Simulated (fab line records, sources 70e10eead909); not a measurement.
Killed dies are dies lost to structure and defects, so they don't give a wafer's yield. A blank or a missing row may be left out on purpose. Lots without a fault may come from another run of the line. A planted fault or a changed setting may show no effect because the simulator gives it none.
fab line records | flow nand_harc
record lots=24 wafers=72 last_day=24
route steps=1159 shown A_SLIT@791 A_CONTACT@857
lots that met no fault: from a run of the same line without faults
start_h: hours from the record's first day to the start of the lot's first wafer shown | wait_h: hours since the lot's step before | " the same as in the row above | L1.1+2: a row that stands for several wafers | - no value, or no start given | * or withheld: withheld | < > ~ a bound
route shown NAME@n: a module of which the file shows steps, and the number in the route of the first | usual: mean/standard deviation of fault-free wafers | same: alike in all rows | chamber/n: place in a boat | sites: the reading at each site | _std_site: their standard deviation | _edge_site: outer sites' mean less inner sites' | radius_mm: how far each site lies from the wafer's centre | mask NAME#n: copy n | behind: the tool/chamber that last shaped the wafer | hold: why the lot was held/for how many hours/how that ended | device: the transistor (n, p or np) that didn't switch | end of line: the same wafers' tests at the end of the route | a step without rows: its recipe alone | killed: dies lost to structure and defects at the first sort, not the wafer's yield | map: a wafer's dies, x killed, . not, _ none there
set.NAME: the setting as run; set.NAME@STEP: as run at that earlier step | model.NAME: the simulator's own value behind a step, which no gauge read
steps of the route over a sample of lots; a table a step, a row a wafer
services: from which hour (start_h, from the record's first day; less than 0 if before it) a tool's chamber was out of use, for how many hours, and why
## steps
# step NHARC_A_SLIT_OVL_MEAS_10
# usual overlay_x_nm=0.0/0.91 overlay_y_nm=0.0/0.63
# columns lot.wafer tool chamber start_h wait_h overlay_x_nm overlay_y_nm
L074.1 overlay-02 - 312.70 - 1.0 0.4
L074.5 " - " " 1.2 0.4
L074.6 " - " " 0.6 -0.2
L075.1 overlay-01 - 325.87 - 1.4 0.6
L075.2 " - " " 0.7 0.9
L075.4 " - " " 0.4 0.7
L077.1 overlay-02 - 327.02 - -0.5 1.0
L077.5 " - " " -0.4 1.6
L077.6 " - " " -0.3 1.0
L076.2 overlay-01 - 336.70 - -1.5 -0.4
L076.4 " - " " -0.7 -0.8
L076.6 " - " " -0.6 -0.4
L079.1 overlay-01 - 337.12 - -1.8 0.4
L079.2 " - " " -1.8 0.1
L079.3 " - " " -1.9 0.5
L078.1 overlay-01 - 338.53 - -2.3 -0.3
L078.2 " - " " -2.5 0.9
L078.6 " - " " -1.7 0.7
L082.1 overlay-01 - 365.02 - -0.7 -0.3
L082.3 " - " " -1.0 0.0
L082.6 " - " " -0.5 -0.9
L080.2 overlay-01 - 365.93 - 1.4 -0.1
L080.5 " - " " 1.8 -0.1
L080.6 " - " " 1.5 0.3
L081.1 overlay-01 - 367.06 - 0.3 -0.4
L081.5 " - " " 0.3 -0.5
L081.6 " - " " 0.6 -0.7
L083.4 overlay-02 - 379.58 - 0.2 0.4
L083.5 " - " " 0.2 0.6
L083.6 " - " " 0.2 0.3
L084.1 overlay-01 - 385.40 - 0.1 -0.1
L084.4 " - " " 0.1 0.3
L084.6 " - " " 0.2 0.1
L086.2 overlay-02 - 386.35 - -0.4 -0.7
L086.5 " - " " -0.1 -0.8
L086.6 " - " " -0.4 -0.5
L085.2 overlay-02 - 389.03 - -0.9 1.7
L085.4 " - " " -1.4 1.1
L085.6 " - " " -0.8 0.9
L089.3 overlay-01 - 413.83 - 0.3 -0.3
L089.4 " - " " 0.4 -0.1
L089.6 " - " " 0.7 -0.4
L087.1 overlay-02 - 413.98 - -0.4 -0.9
L087.4 " - " " 0.1 -1.0
L087.6 " - " " -1.1 -0.4
L091.1 overlay-02 - 419.41 - 0.4 0.3
L091.3 " - " " 0.8 0.9
L091.6 " - " " 0.1 0.1
L090.1 overlay-01 - 421.04 - 0.1 -0.2
L090.5 " - " " 0.2 -0.5
L090.6 " - " " -0.4 -0.7
L088.3 overlay-02 - 421.35 - -0.7 0.5
L088.4 " - " " -0.4 0.3
L088.5 " - " " -0.2 0.5
L095.1 overlay-02 - 433.11 - 0.2 0.6
L095.5 " - " " 0.2 -0.7
L095.6 " - " " 0.4 0.2
L093.1 overlay-01 - 434.95 - 0.8 -0.9
L093.2 " - " " 1.1 -0.8
L093.4 " - " " 0.6 -0.8
L094.2 overlay-01 - 435.58 - -0.2 -0.2
L094.3 " - " " -0.4 0.1
L094.6 " - " " 0.0 -0.2
L092.1 overlay-01 - 447.51 - 1.1 -0.1
L092.5 " - " " 0.7 -0.6
L092.6 " - " " 0.9 -0.7
L097.3 overlay-01 - 458.36 - 1.3 -0.5
L097.5 " - " " 0.8 -0.3
L097.6 " - " " 0.8 -0.8
L096.3 overlay-02 - 458.51 - -0.4 0.4
L096.4 " - " " -1.0 0.3
L096.6 " - " " -0.3 -0.1
# step NHARC_A_SLIT_ETCH_15
# recipe target_depth_a=32000 over_etch_frac=0.3 time_s=832 ion_energy_ev=150 o2_flow_sccm=400 cos_flow_sccm=20 ar_flow_sccm=0 rf_w=500 bias_w=300 chemistry=O2/COS
# usual bias_w=300.0/0.9 drypump_motor_current_A=5.7/0.41 oes_product_au=1.000/0.0084 rf_vpp_V=314.5/2.4 showerhead_plenum_p_Torr=3.16/0.15 throttle_valve_pct=28.329/0.0089
# same over_etch_frac=0.3
# columns lot.wafer tool chamber start_h wait_h bias_w drypump_motor_current_A oes_product_au rf_hours_counter_h rf_vpp_V showerhead_plenum_p_Torr throttle_valve_pct
L074.1 rie_diel-04 1 - - 299.4 5.3 0.995 0 317.1 3.26 28.343
L074.6 " 1 " " 300.7 5.3 0.979 - 315.1 3.26 28.331
L074.5 " 2 " " 300.3 6.4 0.986 - 313.5 3.08 28.330
L075.1 rie_diel-07 2 - - 299.3 5.5 0.989 5 310.7 3.06 28.339
L075.2 " 3 " " 298.1 5.2 1.000 6 315.7 3.31 28.326
L075.4 " 0 " " 301.6 6.0 1.001 6 311.1 3.00 28.328
L077.1 rie_diel-10 1 - - 298.8 6.0 1.000 9 311.2 2.92 28.343
L077.6 " 1 " " 298.8 6.0 0.996 - 311.6 2.92 28.323
L077.5 " 2 " " 300.1 5.5 0.998 - 319.0 3.34 28.311
L076.2 rie_diel-10 3 - - 298.4 5.6 1.002 10 312.4 3.04 28.330
L076.4 " 1 " " 300.2 5.9 0.993 10 309.9 2.92 28.328
L076.6 " 2 " " 299.5 5.5 1.000 - 317.5 3.34 28.333
L079.2 rie_diel-04 1 - - 299.7 5.3 0.992 3 315.6 3.26 28.336
L079.1 " 2 " " 302.7 6.4 0.997 2 315.2 3.08 28.339
L079.3 " 3 " " 299.5 6.5 1.004 3 313.0 3.01 28.333
L078.2 rie_diel-04 1 - - 300.1 5.3 0.984 3 316.6 3.26 28.325
L078.1 " 2 " " 298.5 6.4 0.997 3 312.8 3.08 28.342
L078.6 " 2 " " 300.2 6.4 0.991 - 311.9 3.08 28.333
L082.3 rie_diel-10 0 - - 300.1 5.7 1.005 0 317.5 3.33 28.324
L082.1 " 1 " " 299.8 6.0 1.001 0 310.7 2.92 28.330
L082.6 " 2 " " 298.9 5.5 1.010 - 317.8 3.34 28.332
L080.2 rie_diel-10 0 - - 299.3 5.6 1.010 0 317.1 3.33 28.322
L080.5 " 0 " " 300.8 5.7 1.004 - 317.7 3.33 28.321
L080.6 " 1 " " 300.8 5.9 1.004 - 310.5 2.92 28.343
L081.1 rie_diel-04 2 - - 299.8 6.4 0.997 4 314.0 3.08 28.337
L081.6 " 3 " " 299.5 6.5 1.011 - 312.2 3.01 28.333
L081.5 " 0 " " 300.3 5.7 1.010 - 317.8 3.34 28.349
L083.4 rie_diel-07 3 - - 300.3 5.2 1.007 9 317.6 3.31 28.334
L083.6 " 2 " " 300.3 5.5 1.000 - 313.6 3.05 28.333
L083.5 " 3 " " 300.0 5.2 0.997 - 316.6 3.31 28.324
L084.1 rie_diel-07 0 - - 299.5 6.0 0.994 9 311.5 3.00 28.331
L084.4 " 2 " " 299.5 5.6 1.005 10 314.0 3.06 28.336
L084.6 " 1 " " 299.7 5.2 1.008 - 312.8 3.01 28.327
L086.2 rie_diel-10 0 - - 299.2 5.6 0.998 2 317.4 3.33 28.336
L086.6 " 3 " " 300.1 5.6 1.016 - 312.9 3.04 28.335
L086.5 " 0 " " 299.9 5.6 1.005 - 318.3 3.33 28.339
L085.4 rie_diel-10 3 - - 301.2 5.6 0.999 2 311.4 3.04 28.338
L085.2 " 1 " " 301.3 5.9 1.001 2 311.0 2.92 28.327
L085.6 " 3 " " 299.2 5.6 1.004 - 312.2 3.04 28.332
L089.4 rie_diel-10 0 - - 300.4 5.7 1.001 5 318.0 3.33 28.328
L089.3 " 1 " " 300.6 5.9 1.007 4 310.0 2.92 28.319
L089.6 " 0 " " 301.9 5.7 0.999 - 316.4 3.33 28.326
L087.1 rie_diel-04 1 - - 302.0 5.3 0.993 8 316.5 3.26 28.339
L087.4 " 3 " " 301.2 6.5 1.001 8 312.1 3.00 28.330
L087.6 " 2 " " 299.7 6.4 0.998 - 313.9 3.07 28.319
L091.1 rie_diel-07 0 - - 300.8 6.0 0.991 0 313.6 3.00 28.340
L091.3 " 1 " " 299.3 5.2 1.017 0 312.4 3.01 28.329
L091.6 " 3 " " 300.7 5.2 1.002 - 317.4 3.30 28.318
L090.1 rie_diel-04 0 - - 300.0 5.7 0.990 8 316.0 3.34 28.340
L090.6 " 3 " " 299.5 6.5 0.994 - 311.2 3.00 28.311
L090.5 " 0 " " 299.0 5.8 0.997 - 316.5 3.34 28.326
L088.3 rie_diel-10 1 - - 300.5 5.9 1.007 5 309.6 2.92 28.331
L088.5 " 0 " " 300.9 5.6 1.000 - 316.7 3.33 28.321
L088.4 " 2 " " 299.9 5.5 1.022 - 315.7 3.34 28.338
L095.1 rie_diel-04 0 - - 298.2 5.7 1.000 8 317.6 3.34 28.317
L095.6 " 0 " " 299.7 5.7 0.998 - 317.2 3.34 28.334
L095.5 " 1 " " 298.4 5.3 0.989 - 316.6 3.26 28.322
L093.4 rie_diel-04 0 - - 299.2 5.7 0.976 9 317.5 3.34 28.320
L093.2 " 1 " " 300.4 5.3 0.990 10 315.3 3.26 28.360
L093.1 " 3 " " 299.5 6.5 0.997 9 313.8 3.00 28.343
L094.3 rie_diel-07 0 - - 301.1 5.9 1.001 2 311.6 3.00 28.325
L094.2 " 2 " " 299.9 5.5 0.996 2 312.7 3.05 28.335
L094.6 " 0 " " 300.3 6.0 0.996 - 312.3 3.00 28.344
L092.1 rie_diel-04 0 - - 300.9 5.7 0.991 10 317.3 3.34 28.331
L092.5 " 2 " " 299.4 6.4 0.992 - 313.0 3.07 28.306
L092.6 " 0 " " 301.1 5.7 0.997 - 317.5 3.34 28.328
L097.3 rie_diel-04 3 - - 300.8 6.5 0.993 12 312.2 3.00 28.311
L097.5 " 2 " " 299.6 6.4 0.988 - 312.7 3.07 28.329
L097.6 " 3 " " 300.5 6.5 0.991 - 312.1 3.00 28.315
L096.3 rie_diel-10 3 - - 300.4 5.6 1.006 6 313.9 3.04 28.323
L096.4 " 2 " " 300.9 5.5 1.003 7 317.2 3.34 28.333
L096.6 " 0 " " 298.5 5.6 1.005 - 316.3 3.33 28.341
# step NHARC_A_SLIT_STRIP_18
# recipe o2_flow_sccm=500 ar_flow_sccm=0 bias_w=0 chemistry=O2
# usual drypump_motor_current_A=5.8/0.47 oes_product_au=0.997/0.0069 rf_vpp_V=57.8/0.89 showerhead_plenum_p_Torr=3.54/0.16 throttle_valve_pct=17.037/0.01
# same bias_w=0
# columns lot.wafer tool chamber start_h wait_h drypump_motor_current_A oes_product_au rf_hours_counter_h rf_vpp_V showerhead_plenum_p_Torr throttle_valve_pct
L074.1 rie_diel-07 3 - - 5.2 0.994 5 58.6 3.74 17.033
L074.5 " 0 " " 6.0 0.991 - 57.6 3.39 17.036
L074.6 " 1 " " 5.2 1.004 - 55.6 3.41 17.031
L075.1 rie_diel-04 3 - - 6.5 0.994 2 58.4 3.40 17.033
L075.2 " 0 " " 5.7 1.000 2 58.6 3.77 17.043
L075.4 " 1 " " 5.3 0.998 2 57.2 3.68 17.050
L077.1 rie_diel-07 2 - - 5.6 0.994 6 56.4 3.46 17.036
L077.5 " 1 " " 5.2 0.999 - 57.9 3.40 17.042
L077.6 " 2 " " 5.6 0.991 - 57.2 3.45 17.047
L076.4 rie_diel-10 3 - - 5.6 0.999 10 57.8 3.44 17.027
L076.2 " 0 " " 5.6 0.991 10 58.9 3.76 17.040
L076.6 " 3 " " 5.6 0.994 - 58.0 3.44 17.027
L079.3 rie_diel-07 0 - - 6.0 0.987 7 58.8 3.39 17.036
L079.1 " 1 " " 5.2 1.011 7 56.4 3.40 17.042
L079.2 " 3 " " 5.2 1.000 7 58.0 3.74 17.050
L078.1 rie_diel-04 1 - - 5.4 0.997 4 59.3 3.68 17.038
L078.2 " 3 " " 6.5 1.002 3 57.5 3.40 17.035
L078.6 " 0 " " 5.7 0.996 - 59.3 3.77 17.033
L082.1 rie_diel-10 3 - - 5.6 1.008 1 58.9 3.44 17.033
L082.3 " 0 " " 5.6 1.003 1 58.6 3.76 17.021
L082.6 " 1 " " 5.9 0.996 - 57.8 3.30 17.015
L080.2 rie_diel-04 0 - - 5.7 0.997 4 59.2 3.77 17.052
L080.6 " 1 " " 5.3 0.983 - 56.8 3.68 17.048
L080.5 " 2 " " 6.4 0.994 - 58.4 3.48 17.033
L081.1 rie_diel-07 2 - - 5.5 1.002 7 58.9 3.45 17.029
L081.5 " 3 " " 5.2 0.988 - 56.7 3.73 17.017
L081.6 " 0 " " 6.0 0.985 - 58.2 3.39 17.040
L083.4 rie_diel-04 2 - - 6.4 1.003 5 57.6 3.48 17.036
L083.5 " 1 " " 5.3 0.999 - 56.8 3.68 17.031
L083.6 " 2 " " 6.4 1.001 - 57.0 3.48 17.031
L084.4 rie_diel-04 0 - - 5.7 0.995 5 57.4 3.77 17.033
L084.1 " 1 " " 5.3 0.996 6 57.5 3.68 17.047
L084.6 " 3 " " 6.5 0.996 - 57.2 3.40 17.033
L086.2 rie_diel-07 3 - - 5.2 0.998 10 58.0 3.73 17.033
L086.5 " 2 " " 5.6 1.004 - 56.8 3.45 17.036
L086.6 " 3 " " 5.2 1.003 - 57.2 3.73 17.057
L085.2 rie_diel-04 3 - - 6.5 1.002 6 56.9 3.40 17.028
L085.4 " 2 " " 6.4 1.001 - 57.8 3.48 17.041
L085.6 " 1 " " 5.3 0.990 - 58.3 3.68 17.031
L089.3 rie_diel-04 3 - - 6.5 0.998 8 57.9 3.40 17.026
L089.4 " 1 " " 5.3 0.977 9 57.7 3.68 17.030
L089.6 " 2 " " 6.4 0.989 - 58.7 3.47 17.054
L087.1 rie_diel-10 2 - - 5.5 1.016 5 56.7 3.77 17.052
L087.4 " 1 " " 5.9 1.009 - 58.0 3.30 17.011
L087.6 " 0 " " 5.6 0.997 - 59.9 3.76 17.053
L091.1 rie_diel-07 0 - - 6.0 0.999 1 58.5 3.39 17.039
L091.3 " 1 " " 5.2 1.000 1 56.8 3.40 17.036
L091.6 " 1 " " 5.2 0.997 - 58.9 3.40 17.031
L090.1 rie_diel-10 2 - - 5.5 0.994 5 59.0 3.77 17.016
L090.6 " 1 " " 5.9 0.999 - 57.0 3.30 17.050
L090.5 " 2 " " 5.5 0.999 - 58.7 3.77 17.029
L088.4 rie_diel-07 2 - - 5.6 1.002 1 57.6 3.45 17.034
L088.3 " 3 " " 5.2 0.995 1 59.5 3.73 17.037
L088.5 " 2 " " 5.6 0.993 - 57.3 3.45 17.030
L095.1 rie_diel-04 2 - - 6.4 0.994 9 57.4 3.47 17.022
L095.5 " 2 " " 6.4 1.005 - 58.2 3.47 17.026
L095.6 " 3 " " 6.5 1.003 - 55.9 3.40 17.033
L093.1 rie_diel-04 3 - - 6.5 0.997 9 58.6 3.40 17.031
L093.2 " 0 " " 5.7 0.984 9 59.0 3.77 17.037
L093.4 " 2 " " 6.4 1.004 - 57.8 3.47 17.055
L094.3 rie_diel-04 3 - - 6.5 0.989 9 56.4 3.40 17.053
L094.2 " 0 " " 5.7 0.988 9 57.8 3.77 17.037
L094.6 " 3 " " 6.5 1.008 - 57.2 3.40 17.045
L092.1 rie_diel-04 3 - - 6.5 0.995 11 57.5 3.39 17.036
L092.6 " 2 " " 6.4 0.999 - 57.1 3.47 17.040
L092.5 " 0 " " 5.7 0.993 - 57.7 3.77 17.033
L097.3 rie_diel-07 1 - - 5.2 0.999 3 57.0 3.40 17.032
L097.6 " 0 " " 6.0 1.002 - 58.0 3.39 17.030
L097.5 " 1 " " 5.2 1.004 - 59.0 3.40 17.028
L096.4 rie_diel-04 3 - - 6.5 1.000 12 56.6 3.39 17.034
L096.3 " 0 " " 5.7 1.002 12 58.0 3.77 17.053
L096.6 " 2 " " 6.4 0.993 - 57.4 3.47 17.038
# step NHARC_A_CONTACT_DESCUM_47
# recipe time_s=3 o2_flow_sccm=200 ar_flow_sccm=0 bias_power_w=0 chemistry=O2
# usual drypump_motor_current_A=5.8/0.48 oes_product_au=0.998/0.0082 rf_vpp_V=57.8/0.87 showerhead_plenum_p_Torr=1.94/0.08 throttle_valve_pct=11.311/0.0082
# columns lot.wafer tool chamber start_h wait_h drypump_motor_current_A oes_product_au rf_hours_counter_h rf_vpp_V showerhead_plenum_p_Torr throttle_valve_pct
L074.1 rie_diel-06 2 362.55 0.1 5.1 1.007 22 59.3 2.01 11.304
L074.6 " 1 " " 5.4 0.981 - 56.9 1.78 11.311
L074.5 " 2 " " 5.0 1.000 - 58.7 2.01 11.307
L077.1 rie_diel-06 2 375.55 0.1 5.0 1.012 25 58.4 2.01 11.309
L077.6 " 0 " " 5.3 1.008 - 58.5 1.89 11.303
L077.5 " 1 " " 5.5 0.988 - 57.8 1.78 11.309
L075.1 rie_diel-13 2 375.78 0.1 5.8 0.996 34 58.4 1.92 11.321
L075.2 " 0 " " 5.8 0.989 38 58.9 2.06 11.322
L075.4 " 1 " " 6.2 0.987 37 57.3 1.85 11.314
L079.3 rie_diel-13 2 379.58 0.1 5.8 1.013 36 58.4 1.92 11.304
L079.2 " 0 " " 5.9 0.994 40 59.5 2.06 11.308
L079.1 " 1 " " 6.2 0.997 39 57.6 1.85 11.308
L078.2 rie_diel-05 3 379.99 0.1 6.2 0.989 12 57.3 1.92 11.312
L078.1 " 0 " " 6.1 0.997 12 59.6 2.03 11.315
L078.6 " 2 " " 5.6 1.001 - 57.1 1.91 11.305
L076.2 rie_diel-05 3 382.83 0.1 6.3 0.995 14 57.4 1.92 11.308
L076.4 " 0 " " 6.1 1.012 14 58.1 2.03 11.336
L076.6 " 1 " " 5.9 0.999 - 56.5 2.01 11.309
L080.2 rie_diel-05 1 406.33 0.1 5.9 1.004 21 57.9 2.00 11.317
L080.5 " 3 " " 6.2 1.000 - 57.4 1.92 11.312
L080.6 " 0 " " 6.1 1.003 - 58.2 2.03 11.306
L082.1 rie_diel-06 1 416.17 0.1 5.5 0.989 31 56.8 1.78 11.319
L082.3 " 0 " " 5.3 1.007 29 56.1 1.88 11.318
L082.6 " 2 " " 5.0 1.006 - 57.1 2.00 11.308
L081.1 rie_diel-05 2 419.61 0.1 5.6 0.992 27 57.9 1.91 11.307
L081.6 " 2 " " 5.6 1.001 - 58.3 1.91 11.311
L081.5 " 3 " " 6.3 0.975 - 58.1 1.92 11.309
L083.4 rie_diel-05 1 422.55 0.1 5.9 0.996 28 57.6 2.00 11.309
L083.6 " 0 " " 6.1 0.990 - 57.9 2.02 11.310
L083.5 " 1 " " 5.9 0.989 - 57.7 2.00 11.316
L086.2 rie_diel-06 1 428.87 0.1 5.4 0.997 1 56.9 1.77 11.290
L086.6 " 2 " " 5.0 1.006 - 57.7 2.00 11.306
L086.5 " 3 " " 6.7 0.998 - 57.3 2.00 11.328
L084.1 rie_diel-05 2 429.68 0.1 5.6 0.998 30 57.2 1.90 11.299
L084.4 " 0 " " 6.1 0.991 31 57.8 2.02 11.320
L084.6 " 2 " " 5.7 0.984 - 58.5 1.90 11.312
L085.2 rie_diel-05 1 437.26 0.1 5.9 0.997 34 59.0 2.00 11.307
L085.4 " 2 " " 5.6 1.010 33 57.9 1.90 11.321
L085.6 " 1 " " 5.9 0.998 - 57.5 2.00 11.320
L089.3 rie_diel-06 2 458.65 0.1 5.0 1.006 6 57.9 2.00 11.321
L089.4 " 3 " " 6.6 1.008 5 57.4 2.00 11.313
L089.6 " 2 " " 5.0 1.000 - 56.7 2.00 11.330
L087.4 rie_diel-06 3 460.70 0.1 6.6 1.010 6 57.5 2.00 11.304
L087.1 " 0 " " 5.3 0.999 6 57.5 1.88 11.302
L087.6 " 2 " " 5.0 1.008 - 57.8 2.00 11.302
L091.3 rie_diel-05 0 464.88 0.1 6.1 1.000 44 58.2 2.02 11.309
L091.1 " 2 " " 5.6 0.996 43 57.9 1.90 11.302
L091.6 " 0 " " 6.1 0.995 - 58.7 2.02 11.301
L090.1 rie_diel-06 2 467.01 0.1 5.0 1.012 7 57.7 2.00 11.314
L090.6 " 2 " " 5.0 1.004 - 57.7 2.00 11.319
L090.5 " 3 " " 6.7 0.996 - 56.8 2.00 11.319
L088.3 rie_diel-13 0 470.87 0.1 5.9 0.998 2 57.9 2.05 11.307
L088.4 " 2 " " 5.8 1.002 2 58.7 1.91 11.314
L088.5 " 0 " " 5.9 0.994 - 58.8 2.05 11.328
L093.1 rie_diel-13 1 474.58 0.1 6.2 0.986 4 57.3 1.84 11.308
L093.4 " 2 " " 5.8 0.989 5 56.8 1.91 11.312
L093.2 " 3 " " 6.3 0.987 5 58.9 1.96 11.311
L095.1 rie_diel-13 0 475.95 0.1 5.9 0.993 5 58.6 2.05 11.311
L095.5 " 3 " " 6.3 1.003 - 59.6 1.96 11.310
L095.6 " 0 " " 5.9 0.981 - 58.5 2.05 11.324
L094.2 rie_diel-06 0 481.64 0.1 5.3 1.005 11 56.7 1.88 11.322
L094.3 " 2 " " 5.0 1.002 12 57.9 2.00 11.314
L094.6 " 0 " " 5.3 1.009 - 58.4 1.88 11.311
L092.1 rie_diel-06 0 496.41 0.1 5.3 1.009 14 56.9 1.88 11.305
L092.5 " 3 " " 6.7 1.008 - 58.8 2.00 11.296
L092.6 " 0 " " 5.3 1.007 - 56.5 1.88 11.293
L097.3 rie_diel-06 1 502.41 0.1 5.5 0.989 16 55.7 1.77 11.313
L097.5 " 0 " " 5.2 1.004 - 56.2 1.88 11.317
L097.6 " 1 " " 5.4 0.997 - 56.3 1.77 11.309
L096.4 rie_diel-05 1 503.24 0.1 5.9 1.011 58 58.1 1.99 11.303
L096.3 " 0 " " 6.1 0.999 58 58.9 2.01 11.323
L096.6 " 2 " " 5.6 0.996 - 60.1 1.90 11.316
# step NHARC_A_CONTACT_ETCH_116
# recipe source_w=withheld pressure_mtorr=20 bias_v=3000 time_s=94 target_depth_a=9220 ar_flow_sccm=withheld c4f8_flow_sccm=withheld o2_flow_sccm=withheld chemistry=C4F8/O2/Ar
# usual oes_air_line_au=1.000/0.022
# columns lot.wafer tool chamber start_h wait_h oes_air_line_au rf_hours_counter_h
L074.1 har_cap_etch-01 0 364.71 0.1 1.035 55
L074.6 " 1 " " 1.029 -
L074.5 " 0 " " 1.024 -
L077.1 har_cap_etch-03 0 377.38 0.1 0.987 83
L077.6 " 1 " " 1.018 -
L077.5 " 0 " " 0.983 -
L075.1 har_cap_etch-01 0 377.62 0.1 1.025 57
L075.2 " 1 " " 1.015 57
L075.4 " 0 " " 1.009 -
L079.1 har_cap_etch-03 0 381.47 0.1 0.982 84
L079.2 " 1 " " 0.986 84
L079.3 " 0 " " 1.006 -
L078.1 har_cap_etch-01 1 381.92 0.1 1.026 59
L078.2 " 0 " " 1.025 59
L078.6 " 0 " " 1.013 -
L076.2 har_cap_etch-03 1 384.70 0.1 0.957 85
L076.4 " 1 " " 0.985 -
L076.6 " 0 " " 1.023 -
L080.2 har_cap_etch-02 0 408.15 0.1 1.019 14
L080.6 " 0 " " 1.026 -
L080.5 " 1 " " 1.007 -
L082.1 har_cap_etch-01 0 418.30 0.1 1.021 64
L082.3 " 1 " " 0.972 -
L082.6 " 1 " " 0.978 -
L081.1 har_cap_etch-02 1 421.51 0.1 0.975 16
L081.6 " 0 " " 0.994 -
L081.5 " 1 " " 0.972 -
L083.4 har_cap_etch-03 0 424.41 0.1 1.005 -
L083.6 " 0 " " 0.983 -
L083.5 " 1 " " 0.998 -
L086.2 har_cap_etch-03 0 430.68 0.1 1.002 92
L086.5 " 0 " " 1.027 -
L086.6 " 1 " " 1.038 -
L084.1 har_cap_etch-02 1 431.51 0.1 0.961 18
L084.4 " 0 " " 0.995 -
L084.6 " 0 " " 0.947 -
L085.2 har_cap_etch-01 1 439.16 0.1 1.001 68
L085.4 " 1 " " 0.978 -
L085.6 " 1 " " 1.024 -
L089.4 har_cap_etch-01 1 460.49 0.1 1.044 -
L089.3 " 0 " " 0.988 -
L089.6 " 0 " " 1.026 -
L087.1 har_cap_etch-02 1 462.54 0.1 0.998 22
L087.4 " 1 " " 0.990 -
L087.6 " 1 " " 0.994 -
L091.1 har_cap_etch-03 1 466.71 0.1 0.995 97
L091.3 " 0 " " 0.993 -
L091.6 " 1 " " 0.994 -
L090.1 har_cap_etch-01 1 468.85 0.1 0.984 72
L090.6 " 0 " " 0.965 -
L090.5 " 1 " " 1.007 -
L088.4 har_cap_etch-01 0 472.72 0.1 1.012 -
L088.3 " 1 " " 1.009 -
L088.5 " 1 " " 1.029 -
L093.1 har_cap_etch-01 1 476.42 0.1 0.975 75
L093.2 " 0 " " 0.968 75
L093.4 " 0 " " 0.996 -
L095.1 har_cap_etch-02 1 477.87 0.1 0.982 26
L095.5 " 1 " " 0.981 -
L095.6 " 0 " " 0.968 -
L094.2 har_cap_etch-03 1 483.71 0.1 0.982 102
L094.3 " 0 " " 1.013 -
L094.6 " 0 " " 1.007 -
L092.1 har_cap_etch-01 0 498.22 0.1 0.993 79
L092.6 " 0 " " 1.007 -
L092.5 " 1 " " 0.981 -
L097.3 har_cap_etch-02 1 504.24 0.1 1.013 -
L097.6 " 1 " " 1.019 -
L097.5 " 0 " " 1.019 -
L096.3 har_cap_etch-01 0 505.11 0.1 0.963 -
L096.4 " 1 " " 1.001 -
L096.6 " 1 " " 0.992 -
# step NHARC_A_CONTACT_CD_MEAS_53
# usual cd_nm=189.8/0.86
# columns lot.wafer tool chamber start_h wait_h cd_nm
L074.1 cd_sem-01 - 366.16 - 189.3
L074.5 " - " " 189.6
L074.6 " - " " 190.0
L077.1 cd_sem-03 - 378.81 - 189.9
L077.5 " - " " 190.2
L077.6 " - " " 190.2
L075.1 cd_sem-03 - 379.07 - 191.1
L075.2 " - " " 190.7
L075.4 " - " " 191.2
L079.1 cd_sem-03 - 382.93 - 191.4
L079.2 " - " " 190.6
L079.3 " - " " 191.2
L078.1 cd_sem-03 - 383.41 - 190.7
L078.2 " - " " 190.7
L078.6 " - " " 191.1
L076.2 cd_sem-03 - 386.15 - 189.5
L076.4 " - " " 190.0
L076.6 " - " " 190.0
L080.2 cd_sem-01 - 409.61 - 190.4
L080.5 " - " " 190.5
L080.6 " - " " 189.8
L082.1 cd_sem-01 - 419.85 - 189.2
L082.3 " - " " 189.6
L082.6 " - " " 189.8
L081.1 cd_sem-03 - 422.94 - 190.6
L081.5 " - " " 191.0
L081.6 " - " " 190.0
L083.4 cd_sem-01 - 425.86 - 189.8
L083.5 " - " " 190.0
L083.6 " - " " 190.1
L086.2 cd_sem-02 - 432.13 - 190.0
L086.5 " - " " 190.6
L086.6 " - " " 190.0
L084.1 cd_sem-01 - 433.03 - 190.5
L084.4 " - " " 189.0
L084.6 " - " " 190.3
L085.2 cd_sem-01 - 440.60 - 189.9
L085.4 " - " " 189.7
L085.6 " - " " 190.2
L089.3 cd_sem-02 - 461.99 - 187.3
L089.4 " - " " 187.3
L089.6 " - " " 187.3
L087.1 cd_sem-01 - 463.98 - 188.3
L087.4 " - " " 188.7
L087.6 " - " " 188.7
L091.1 cd_sem-01 - 468.17 - 191.1
L091.3 " - " " 190.4
L091.6 " - " " 190.2
L090.1 cd_sem-01 - 470.29 - 189.7
L090.5 " - " " 189.6
L090.6 " - " " 190.0
L088.3 cd_sem-02 - 474.15 - 189.5
L088.4 " - " " 189.2
L088.5 " - " " 188.7
L093.1 cd_sem-01 - 477.88 - 189.8
L093.2 " - " " 190.2
L093.4 " - " " 190.6
L095.1 cd_sem-02 - 479.36 - 188.8
L095.5 " - " " 189.4
L095.6 " - " " 189.4
L094.2 cd_sem-02 - 485.17 - 190.2
L094.3 " - " " 189.9
L094.6 " - " " 189.4
L092.1 cd_sem-03 - 499.68 - 190.5
L092.5 " - " " 190.1
L092.6 " - " " 189.7
L097.3 cd_sem-03 - 505.69 - 188.8
L097.5 " - " " 188.9
L097.6 " - " " 189.3
L096.3 cd_sem-02 - 506.55 - 188.5
L096.4 " - " " 189.7
L096.6 " - " " 189.0
## services
# columns tool chamber start_h hours kind
rie_diel-04 2 297.31 3.6 repair
rie_diel-07 2 298.23 5.6 repair
har_cap_etch-03 - 302.25 1.9 repair
rie_diel-10 1 305.77 3.7 repair
rie_diel-07 - 308.11 0.4 repair
rie_diel-04 2 316.14 4.1 repair
rie_diel-06 0 321.70 2.8 repair
rie_diel-05 - 341.54 9.0 pm
rie_diel-04 0 348.37 4.5 repair
rie_diel-10 0 350.07 11.1 repair
rie_diel-10 - 353.57 9.0 pm
rie_diel-04 0 355.69 7.8 repair
rie_diel-04 1 363.50 2.4 repair
rie_diel-05 2 373.55 2.0 repair
rie_diel-04 0 389.82 3.0 repair
rie_diel-10 3 394.40 7.7 repair
rie_diel-07 - 405.58 9.0 pm
rie_diel-10 3 417.55 8.8 repair
rie_diel-06 - 418.20 9.0 pm
rie_diel-04 1 437.70 15.6 repair
rie_diel-07 1 448.00 10.0 repair
rie_diel-04 - 465.90 9.0 pm
rie_diel-06 3 475.93 7.0 repair
rie_diel-05 2 479.22 14.6 repair
## key
fault none
